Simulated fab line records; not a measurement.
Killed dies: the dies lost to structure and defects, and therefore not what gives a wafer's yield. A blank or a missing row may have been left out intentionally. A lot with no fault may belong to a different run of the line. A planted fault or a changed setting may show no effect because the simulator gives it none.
A struck lot beside a sound one | flow nand harc | 43 out of 1159 route steps
Sound: these wafers, L876.1, L876.3, L876.6. Struck: wafers L870.2, L870.3, L870.5. The cause is named last.
For every step that has rows: the tool of each side, followed by ch and its chambers, followed by its first start. Under that, the readings that differ: sound wafers | struck wafers | difference of the means | sigmas: that difference in standard deviations of wafers without a fault.
alike: readings whose means differ by less than 2 such deviations, and words and numbers that are the same on both sides. not compared: withheld readings, readings that some wafer has no value for, bounds like >300 that may hide the same value, and numbers for which the record gives no deviation and whose values overlap.
A row with sigmas, a row that says differs or no value, or rows on one side alone: a step with any of these is where the two part. When numbers do not overlap yet have no deviation, they are printed without sigmas and do not part them. A reading that every wafer of one side lacks parts them only if that side has two wafers or more.

first, 5 steps without rows for these wafers: NHARC_A_CONTACT_ETCH_131 (etches the open film in C4F8/O2/Ar, time 155 s, target depth 956 nm); NHARC_A_CONTACT_ETCH_132 (etches the open film in C4F8/O2/Ar, time 156 s, target depth 958 nm); NHARC_A_CONTACT_ETCH_133 (etches the open film in C4F8/O2/Ar, time 195 s, target depth 840 nm); NHARC_A_CONTACT_ETCH_91 (etches the open film in CH3F/O2, target depth 40 nm, time 85.7 s); NHARC_A_CONTACT_ETCH_97 (etches the open film in C4F6/O2, target depth 20 nm, time 10 s).
NHARC_A_CONTACT_CD_MEAS_80:
  sound: cd sem-02 at day 21 23:29; struck: cd sem-01 at day 19 18:18
  alike: cd nm
then, 6 steps without rows for these wafers: NHARC_A_CONTACT_STRIP_103 (strips in N2/H2); NHARC_A_CONTACT_STRIP_104 (strips in CF4/CHF3); NHARC_A_CONTACT_STRIP_105 (strips in O2/COS); NHARC_A_CONTACT_ETCH_106 (etches the open film in CF4/O2, target depth 60 nm, overetch 6 nm, time 33 s); NHARC_A_CONTACT_STRIP_82 (strips in O2); NHARC_A_CONTACT_STRIP_83 (strips in post etch residue remover, time 600 s).
NHARC_A_CONTACT_DEP_84: deposits aC, target thk 2000 nm.
  struck on acl dep-03, day 19 19:26; sound on acl dep-03 ch 0, day 22 00:26
  no value came back on the struck wafers for susceptor temp C (C), throttle valve pct (%); on the sound wafers susceptor temp C (C) reads 400.10 399.95 400.17
then, 11 steps without rows for these wafers: NHARC_A_CONTACT_DEP_85 (deposits SiON, target thk 50 nm); NHARC_A_CONTACT_DEHYDRATE_00 (time 120 s); NHARC_A_CONTACT_HMDS_01 (time 30 s); NHARC_A_CONTACT_COAT_86 (time 75 s); NHARC_A_CONTACT_COAT_87 (time 65 s); NHARC_A_CONTACT_COAT_02 (resist thk 90 nm); NHARC_A_CONTACT_SOFTBAKE_03 (time 55 s); NHARC_A_CONTACT_EBR_04; NHARC_A_CONTACT_EXPOSE_05 (exposes mask A CC); NHARC_A_CONTACT_PEB_06 (peb time 65 s); NHARC_A_CONTACT_DEVELOP_07 (develop time 35 s).
NHARC_A_CONTACT_CD_MEAS_08 targets a cd of 100 nm.
  sound on cd sem-01 ch 0, day 22 02:17; struck on cd sem-02 ch 0, day 19 21:13
  alike: cd nm
NHARC_A_CONTACT_OVL_MEAS_09:
  sound: overlay-01 at day 22 02:22; struck: overlay-01 at day 19 21:18
  alike: overlay x nm, overlay y nm
NHARC_A_CONTACT_INSPECT_10:
  sound: defect inspect-02 at day 22 02:25; struck: defect inspect-02 at day 19 21:20
  alike: raw defect count
then, 5 steps without rows for these wafers: NHARC_A_CONTACT_DESCUM_13 (chemistry O2, time 3 s); NHARC_A_CONTACT_ETCH_88 (etches the open film in CF4, target depth 39 nm, time 65 s); NHARC_A_CONTACT_ETCH_89 (etches the open film in N2/H2, target depth 260 nm, time 475.3 s); NHARC_A_CONTACT_ETCH_30 (etches the open film in CF4/CHF3, target depth 60.5 nm, time 30.2 s); NHARC_A_CONTACT_ETCH_31 (etches the open film in O2/COS, target depth 2000 nm, time 520 s).
NHARC_A_CONTACT_ETCH_134: etches the open film in C4F8/O2/Ar, time 140 s, target depth 700 nm.
  sound on har cap etch-01 ch 0,1, day 22 03:31; struck on har cap etch-03 ch 0, day 19 22:47
  not compared: rf hours counter h
then, 1 step without rows for these wafers: NHARC_A_CONTACT_ETCH_135 (etches the open film in C4F8/O2/Ar, time 132 s, target depth 1287 nm).
NHARC_A_CONTACT_ETCH_136: etches the open film in C4F8/O2/Ar, time 132 s, target depth 1287 nm.
  sound on har cap etch-01 ch 0,1, day 22 03:55; struck on har cap etch-03 ch 0, day 19 23:06
  not compared: rf hours counter h
NHARC_A_CONTACT_ETCH_137: etches the open film in C4F8/O2/Ar, time 132 s, target depth 1287 nm.
  sound on har cap etch-01 ch 0,1, day 22 04:05; struck on har cap etch-03 ch 0, day 19 23:13
  not compared: rf hours counter h
then, 1 step without rows for these wafers: NHARC_A_CONTACT_ETCH_138 (etches the open film in C4F8/O2/Ar, time 132 s, target depth 1289 nm).
NHARC_A_CONTACT_ETCH_139: etches the open film in C4F8/O2/Ar, time 137 s, target depth 590 nm.
  sound on har cap etch-01 ch 0,1, day 22 04:26; struck on har cap etch-03 ch 0, day 19 23:29
  not compared: rf hours counter h
NHARC_A_CONTACT_ETCH_92: etches the open film in CH3F/O2, target depth 40 nm, time 85.7 s.
  sound on rie diel-08 ch 1,2,3, day 22 04:53; struck on rie diel-03 ch 1,2, day 19 23:50
  reading               | sound             | struck            | difference | sigmas
  oes product au (a.u.) | 1.030 0.998 1.006 | 0.917 0.933 0.912 | -0.091     | -3
  alike: bias w, drypump motor current A, mfc ar sccm, rf vpp V, showerhead plenum p Torr, throttle valve pct
  not compared: rf hours counter h
then, 1 step without rows for these wafers: NHARC_A_CONTACT_ETCH_98 (etches the open film in C4F6/O2, target depth 20 nm, time 10 s).
NHARC_A_CONTACT_CD_MEAS_15:
  sound: cd sem-03 at day 22 05:08; struck: cd sem-03 at day 20 00:17
  alike: cd nm
then, 1 step without rows for these wafers: NHARC_A_CONTACT_STRIP_107 (strips in N2/H2).
NHARC_END_SORT_01:
  the record has rows for the sound wafers here (prober-02 ch 0, day 24 12:38) and none for the struck ones

## WHERE THEY PART
First at NHARC_A_CONTACT_DEP_84; last, within this record, at NHARC_END_SORT_01.

WHY: what the simulator had put in
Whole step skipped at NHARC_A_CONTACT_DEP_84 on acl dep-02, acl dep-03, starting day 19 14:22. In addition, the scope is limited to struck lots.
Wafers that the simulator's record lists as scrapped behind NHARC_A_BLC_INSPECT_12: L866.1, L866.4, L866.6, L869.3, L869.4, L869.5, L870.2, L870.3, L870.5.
